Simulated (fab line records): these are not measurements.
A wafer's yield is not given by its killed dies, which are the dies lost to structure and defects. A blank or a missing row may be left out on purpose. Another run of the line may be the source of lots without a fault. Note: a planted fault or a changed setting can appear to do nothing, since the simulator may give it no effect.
Which tool is to blame? ; flow n5_finfet ; 66 wafers from 22 lots sampled at 6 of the route's 1938 steps

## WHAT EACH GAUGE READ, for each wafer
N5_BEOL_M0_SAQP_THK_MEAS_05.
lot;measured;on;thk_nm (nm)
L074;day 5 13:13;film_metro-01;58.8 59.2 58.7
L075;day 5 20:41;film_metro-02;59.1 58.3 59.3
L076;day 6 01:08;film_metro-01;59.6 59.2 60.6
L077;day 6 04:17;film_metro-01;58.4 58.6 59.4
L078;day 6 11:55;film_metro-01;59.2 61.4 60.7
L079;day 6 17:25;film_metro-02;59.4 60.9 59.7
L080;day 6 23:28;film_metro-02;59.1 58.7 59.6
L081;day 7 07:36;film_metro-02;59.5 60.4 60.8
L082;day 7 10:44;film_metro-02;59.4 59.5 60.7
L083;day 7 17:40;film_metro-02;58.8 60.3 59.9
L084;day 7 21:47;film_metro-01;60.4 59.9 59.6
L085;day 8 01:31;film_metro-02;60.4 60.2 60.5
L086;day 8 22:48;film_metro-02;59.3 60.6 61.2
L089;day 9 05:22;film_metro-01;59.3 59.9 60.0
L088;day 9 09:14;film_metro-01;59.4 58.7 59.7
L090;day 9 12:36;film_metro-01;60.1 60.2 61.0
L091;day 9 17:47;film_metro-01;59.2 59.3 60.5
L092;day 10 00:34;film_metro-02;60.0 60.3 60.5
L093;day 10 10:59;film_metro-02;60.5 60.5 60.8
L094;day 10 15:25;film_metro-02;59.0 59.6 61.1
L095;day 11 00:16;film_metro-01;60.0 59.1 60.1
L096;day 11 03:02;film_metro-01;59.3 59.8 60.5

## WHAT TOOL EACH LOT RAN ON (gives the tool, then ch and the chambers of the sampled wafers, and finally the start)
lot;N5_MOL_CONTACT_COAG_ETCH_47;N5_MOL_CONTACT_COAG_VIA_ETCH_117;N5_BEOL_M0_SAQP_HM_DEP_02;N5_BEOL_M0_SAQP_PECVD_96;N5_BEOL_M0_SAQP_PECVD_04
L074;rie_diel-01 ch 0,1,3, day 5 04:28;rie_diel-05 ch 0,2,3, day 5 06:13;pvd_sputter-03, day 5 12:53;pecvd-02 ch 0,1,2, day 5 13:02;pecvd-02 ch 0,1,2, day 5 13:08
L075;rie_diel-01 ch 0,1, day 5 10:34;rie_diel-05 ch 0,2,3, day 5 11:50;pvd_sputter-03, day 5 20:22;pecvd-02 ch 1,2, day 5 20:31;pecvd-02 ch 1,2, day 5 20:36
L076;rie_diel-01 ch 0,1,2, day 5 18:29;rie_diel-03 ch 0,1,2, day 5 19:46;pvd_sputter-01, day 6 00:49;pecvd-04 ch 0,1,2, day 6 00:58;pecvd-04 ch 0,1,2, day 6 01:02
L077;rie_diel-03 ch 0,1,2, day 5 21:44;rie_diel-01 ch 2,3, day 5 22:53;pvd_sputter-02, day 6 03:57;pecvd-03 ch 1,2, day 6 04:06;pecvd-03 ch 1,2, day 6 04:11
L078;rie_diel-05 ch 0,1, day 6 04:58;rie_diel-03 ch 0,1,2, day 6 06:41;pvd_sputter-03, day 6 11:32;pecvd-02 ch 0,2, day 6 11:41;pecvd-02 ch 0,1, day 6 11:47
L079;rie_diel-01 ch 0,1, day 6 08:29;rie_diel-01 ch 1,2,3, day 6 09:59;pvd_sputter-03, day 6 17:00;pecvd-02 ch 1, day 6 17:10;pecvd-02 ch 1, day 6 17:17
L080;rie_diel-03 ch 0,2, day 6 16:19;rie_diel-01 ch 1,2, day 6 17:41;pvd_sputter-01, day 6 23:07;pecvd-04 ch 0,1,2, day 6 23:16;pecvd-04 ch 0,1,2, day 6 23:22
L081;rie_diel-03 ch 0,2, day 7 01:01;rie_diel-01 ch 1,2, day 7 02:41;pvd_sputter-01, day 7 07:16;pecvd-02 ch 0,1,2, day 7 07:25;pecvd-02 ch 0,1,2, day 7 07:30
L082;rie_diel-01 ch 0,2, day 7 03:42;rie_diel-03 ch 0,2, day 7 05:19;pvd_sputter-03, day 7 10:25;pecvd-04 ch 0,1,2, day 7 10:34;pecvd-04 ch 0,1,2, day 7 10:39
L083;rie_diel-03 ch 0,1,2, day 7 08:50;rie_diel-01 ch 2,3, day 7 11:23;pvd_sputter-02, day 7 17:20;pecvd-04 ch 0,1, day 7 17:29;pecvd-04 ch 0,1, day 7 17:34
L084;rie_diel-01 ch 0,1,3, day 7 14:53;rie_diel-03 ch 0,1,2, day 7 16:53;pvd_sputter-03, day 7 21:26;pecvd-02 ch 0,1,2, day 7 21:36;pecvd-02 ch 0,1,2, day 7 21:41
L085;rie_diel-03 ch 0,1,2, day 7 19:16;rie_diel-03 ch 0,1,2, day 7 20:35;pvd_sputter-01, day 8 01:11;pecvd-03 ch 0,1, day 8 01:20;pecvd-03 ch 0,1, day 8 01:25
L086;rie_diel-05 ch 0,1,2, day 8 13:57;rie_diel-03 ch 0,1, day 8 15:28;pvd_sputter-01, day 8 22:28;pecvd-02 ch 1,2, day 8 22:37;pecvd-02 ch 1,2, day 8 22:43
L089;rie_diel-05 ch 0,1,2, day 8 22:32;rie_diel-03 ch 0,2, day 8 23:48;pvd_sputter-02, day 9 05:02;pecvd-02 ch 0,1, day 9 05:11;pecvd-02 ch 0,1, day 9 05:16
L088;rie_diel-05 ch 2,3, day 8 23:01;rie_diel-03 ch 1,2, day 9 00:17;pvd_sputter-03, day 9 08:55;pecvd-02 ch 0,1, day 9 09:04;pecvd-02 ch 0,1, day 9 09:08
L090;rie_diel-03 ch 0,2,3, day 9 03:20;rie_diel-03 ch 0,3, day 9 04:36;pvd_sputter-03, day 9 12:16;pecvd-04 ch 0,2, day 9 12:25;pecvd-04 ch 0,2, day 9 12:30
L091;rie_diel-01 ch 0,2,3, day 9 09:33;rie_diel-01 ch 0,1,2, day 9 11:23;pvd_sputter-01, day 9 17:27;pecvd-04 ch 0,1,2, day 9 17:36;pecvd-04 ch 0,1,2, day 9 17:41
L092;rie_diel-05 ch 1,2,3, day 9 17:21;rie_diel-03 ch 0,1,3, day 9 18:40;pvd_sputter-02, day 10 00:09;pecvd-02 ch 0,1, day 10 00:19;pecvd-02 ch 0,1, day 10 00:26
L093;rie_diel-05 ch 1,2,3, day 10 04:19;rie_diel-03 ch 0,1,3, day 10 05:34;pvd_sputter-03, day 10 10:34;pecvd-02 ch 0,1, day 10 10:45;pecvd-02 ch 0,1, day 10 10:53
L094;rie_diel-03 ch 0,1, day 10 05:20;rie_diel-01 ch 0,2,3, day 10 06:40;pvd_sputter-03, day 10 15:05;pecvd-03 ch 0,2, day 10 15:14;pecvd-03 ch 0,2, day 10 15:19
L095;rie_diel-03 ch 1,2,3, day 10 16:51;rie_diel-01 ch 0,2,3, day 10 18:26;pvd_sputter-02, day 10 23:56;pecvd-02 ch 0,2, day 11 00:05;pecvd-02 ch 0,2, day 11 00:10
L096;rie_diel-05 ch 2,3, day 10 17:29;rie_diel-01 ch 0,2,3, day 10 18:58;pvd_sputter-03, day 11 02:42;pecvd-03 ch 1,2, day 11 02:51;pecvd-03 ch 1,2, day 11 02:56
- N5_MOL_CONTACT_COAG_ETCH_47: etches SiNx in CH3F/O2, stops on W, target depth 27 nm.
- N5_MOL_CONTACT_COAG_VIA_ETCH_117: etches SiO2 in C4F6/O2, target depth 40 nm, overetch 8 nm, time 26 s.
- N5_BEOL_M0_SAQP_HM_DEP_02: deposits TiN, target thk 12 nm.
- N5_BEOL_M0_SAQP_PECVD_96: deposits a-Si from SiH4/He, target thk 45 nm, time 45.2 s.
- N5_BEOL_M0_SAQP_PECVD_04: deposits a-Si from SiH4/He, target thk 60 nm, time 60.2 s.

## AS READ BY THE TOOLS THEMSELVES (means over the sampled wafers that have a number; for cases with no such wafer, the mark the record gives instead)
N5_MOL_CONTACT_COAG_ETCH_47.
lot;tool;O2_flow_sccm (sccm);chamber_pressure_mTorr (mTorr);drypump_motor_current_A (A);etch_rf_on_time_s (s);oes_product_au (a.u.);rf_vpp_V (V);showerhead_plenum_p_Torr (Torr);throttle_valve_pct (%)
L074;rie_diel-01;20.02;30.001;5.6;31.5;0.73;298;2.02;16.40
L075;rie_diel-01;19.98;30.011;5.4;30.9;0.77;303;2.08;16.16
L076;rie_diel-01;20.04;30.002;5.6;30.7;0.81;303;2.06;16.12
L077;rie_diel-03;20.01;30.000;5.8;31.5;0.63;297;2.01;16.49
L078;rie_diel-05;19.95;29.983;5.9;31.9;0.62;288;1.92;16.38
L079;rie_diel-01;19.92;29.992;5.5;30.8;0.76;302;2.08;16.18
L080;rie_diel-03;20.03;29.982;5.8;31.4;0.63;298;2.04;16.62
L081;rie_diel-03;20.00;30.001;5.5;31.2;0.62;297;2.02;16.67
L082;rie_diel-01;20.04;29.981;5.4;31.1;0.78;304;2.05;16.14
L083;rie_diel-03;20.05;29.979;5.8;31.3;0.61;297;2.01;16.51
L084;rie_diel-01;20.09;30.013;5.7;31.1;0.79;299;2.09;16.29
L085;rie_diel-03;20.04;30.024;5.8;31.5;0.61;297;2.00;16.54
L086;rie_diel-05;20.02;30.000;5.9;31.9;0.63;295;1.98;16.49
L089;rie_diel-05;20.01;29.981;5.9;32.1;0.63;294;1.98;16.49
L088;rie_diel-05;19.98;29.996;6.1;31.2;0.65;293;1.95;16.40
L090;rie_diel-03;19.95;30.015;5.5;31.9;0.62;298;1.98;16.67
L091;rie_diel-01;19.91;29.978;5.5;31.6;0.76;298;2.09;16.33
L092;rie_diel-05;19.99;30.003;5.9;32.2;0.63;293;1.97;16.49
L093;rie_diel-05;20.05;30.013;5.9;32.0;0.63;294;1.97;16.51
L094;rie_diel-03;19.98;29.993;6.1;32.1;0.69;298;2.03;16.32
L095;rie_diel-03;20.00;30.005;5.5;31.2;0.79;295;1.95;16.21
L096;rie_diel-05;20.02;29.970;6.1;31.3;0.64;297;2.01;16.53

N5_MOL_CONTACT_COAG_VIA_ETCH_117.
lot;tool;O2_flow_sccm (sccm);chamber_pressure_mTorr (mTorr);drypump_motor_current_A (A);oes_product_au (a.u.);rf_vpp_V (V);showerhead_plenum_p_Torr (Torr);throttle_valve_pct (%)
L074;rie_diel-05;10.00;9.996;6.1;0.66;1564;2.78;40.9
L075;rie_diel-05;10.00;9.997;6.1;0.66;1564;2.78;40.9
L076;rie_diel-03;9.97;9.989;5.8;0.63;1585;2.86;41.3
L077;rie_diel-01;10.02;9.999;5.6;0.70;1567;2.76;41.6
L078;rie_diel-03;9.98;9.992;5.8;0.63;1587;2.86;41.3
L079;rie_diel-01;10.02;10.000;5.8;0.76;1597;2.83;41.2
L080;rie_diel-01;10.00;10.007;5.9;0.80;1628;2.90;40.8
L081;rie_diel-01;10.02;10.003;5.7;0.81;1625;2.89;40.9
L082;rie_diel-03;10.01;9.993;5.5;0.63;1588;2.87;41.5
L083;rie_diel-01;10.00;9.999;5.6;0.85;1585;2.98;41.4
L084;rie_diel-03;10.01;10.001;5.8;0.62;1586;2.85;41.3
L085;rie_diel-03;9.99;10.004;5.8;0.62;1586;2.85;41.3
L086;rie_diel-03;9.96;10.002;6.1;0.62;1583;2.84;41.0
L089;rie_diel-03;10.00;9.995;5.9;0.62;1595;2.89;41.4
L088;rie_diel-03;10.02;10.001;5.5;0.61;1576;2.81;41.5
L090;rie_diel-03;10.00;10.001;5.5;0.64;1593;2.77;41.3
L091;rie_diel-01;10.03;9.992;5.6;0.75;1619;2.91;41.0
L092;rie_diel-03;10.00;9.998;5.8;0.73;1587;2.80;40.9
L093;rie_diel-03;9.98;9.994;5.8;0.71;1587;2.80;40.9
L094;rie_diel-01;10.00;10.004;5.5;0.76;1598;2.95;41.2
L095;rie_diel-01;9.96;9.999;5.4;0.75;1599;2.95;41.3
L096;rie_diel-01;10.02;9.998;5.5;0.75;1598;2.95;41.3

N5_BEOL_M0_SAQP_HM_DEP_02.
lot;tool;throttle_valve_pct (%)
L074;pvd_sputter-03;28.7
L075;pvd_sputter-03;29.2
L076;pvd_sputter-01;31.1
L077;pvd_sputter-02;30.8
L078;pvd_sputter-03;29.1
L079;pvd_sputter-03;29.3
L080;pvd_sputter-01;31.3
L081;pvd_sputter-01;31.5
L082;pvd_sputter-03;29.4
L083;pvd_sputter-02;30.4
L084;pvd_sputter-03;28.8
L085;pvd_sputter-01;31.7
L086;pvd_sputter-01;31.6
L089;pvd_sputter-02;30.7
L088;pvd_sputter-03;28.8
L090;pvd_sputter-03;28.8
L091;pvd_sputter-01;31.4
L092;pvd_sputter-02;30.7
L093;pvd_sputter-03;28.1
L094;pvd_sputter-03;28.5
L095;pvd_sputter-02;30.2
L096;pvd_sputter-03;28.5

N5_BEOL_M0_SAQP_PECVD_96.
lot;tool;chamber_pressure_Torr (Torr);heater_power_w (W);showerhead_plenum_p_Torr (Torr);throttle_valve_pct (%)
L074;pecvd-02;2.999;665;5.67;18.1
L075;pecvd-02;3.002;632;5.70;18.3
L076;pecvd-04;2.996;596;5.64;19.0
L077;pecvd-03;2.994;617;5.74;18.3
L078;pecvd-02;2.996;633;5.67;17.5
L079;pecvd-02;2.999;739;5.69;19.1
L080;pecvd-04;2.998;622;5.65;19.0
L081;pecvd-02;2.998;658;5.67;18.1
L082;pecvd-04;2.998;622;5.64;19.1
L083;pecvd-04;2.999;697;5.63;20.2
L084;pecvd-02;3.001;691;5.65;18.2
L085;pecvd-03;2.999;652;5.78;19.5
L086;pecvd-02;3.001;654;5.70;18.7
L089;pecvd-02;3.006;674;5.64;18.0
L088;pecvd-02;2.994;722;5.66;18.5
L090;pecvd-04;3.001;661;5.64;19.7
L091;pecvd-04;2.999;634;5.64;19.2
L092;pecvd-02;2.999;711;5.67;18.6
L093;pecvd-02;2.997;716;5.63;18.0
L094;pecvd-03;3.001;550;5.71;17.3
L095;pecvd-02;3.000;628;5.63;17.1
L096;pecvd-03;2.996;557;5.70;17.1

N5_BEOL_M0_SAQP_PECVD_04.
lot;tool;chamber_pressure_Torr (Torr);heater_power_w (W);showerhead_plenum_p_Torr (Torr);throttle_valve_pct (%)
L074;pecvd-02;2.996;665;5.66;18.0
L075;pecvd-02;3.002;614;5.70;18.1
L076;pecvd-04;3.000;635;5.65;19.2
L077;pecvd-03;3.003;611;5.74;18.0
L078;pecvd-02;3.000;672;5.66;18.7
L079;pecvd-02;3.005;743;5.70;19.2
L080;pecvd-04;3.004;609;5.64;19.0
L081;pecvd-02;3.004;662;5.67;18.0
L082;pecvd-04;2.992;620;5.65;19.1
L083;pecvd-04;3.002;679;5.63;20.2
L084;pecvd-02;3.003;668;5.66;18.1
L085;pecvd-03;3.004;669;5.79;19.6
L086;pecvd-02;3.007;681;5.69;18.5
L089;pecvd-02;3.003;686;5.63;18.0
L088;pecvd-02;3.003;656;5.65;18.7
L090;pecvd-04;2.995;719;5.65;19.5
L091;pecvd-04;2.994;630;5.64;19.1
L092;pecvd-02;2.996;739;5.67;18.9
L093;pecvd-02;2.997;698;5.63;18.2
L094;pecvd-03;2.998;550;5.72;17.3
L095;pecvd-02;3.001;663;5.62;17.0
L096;pecvd-03;3.001;499;5.70;17.0

## THE ANSWER, worked out from the rows above alone
Rule: usual is defined by the lots themselves. The widest of any qualifying gaps counts: lots, ordered by their means at a reading, are off when they make up no more than a third of the lots, leave a main group of 4 or more, and stand apart from it by 3 or more times the standard deviation of that group's means. If all means in a main group match to the digits the tables above print for the reading, that group is not used. Also off: a lot with no number at a reading for which 4 or more lots have one. The other lots that the step has rows for count as sound. Order of review: gauges by route order, followed by the tools' own readings, for which a lot's mean as printed above is used. The first step at which some lot is off is used, and at that step the reading that is off furthest; a lot without a number counts as furthest.
No lot is off at any reading shown: from this, nothing can be told.

## WHAT WAS PUT IN BY THE SIMULATOR
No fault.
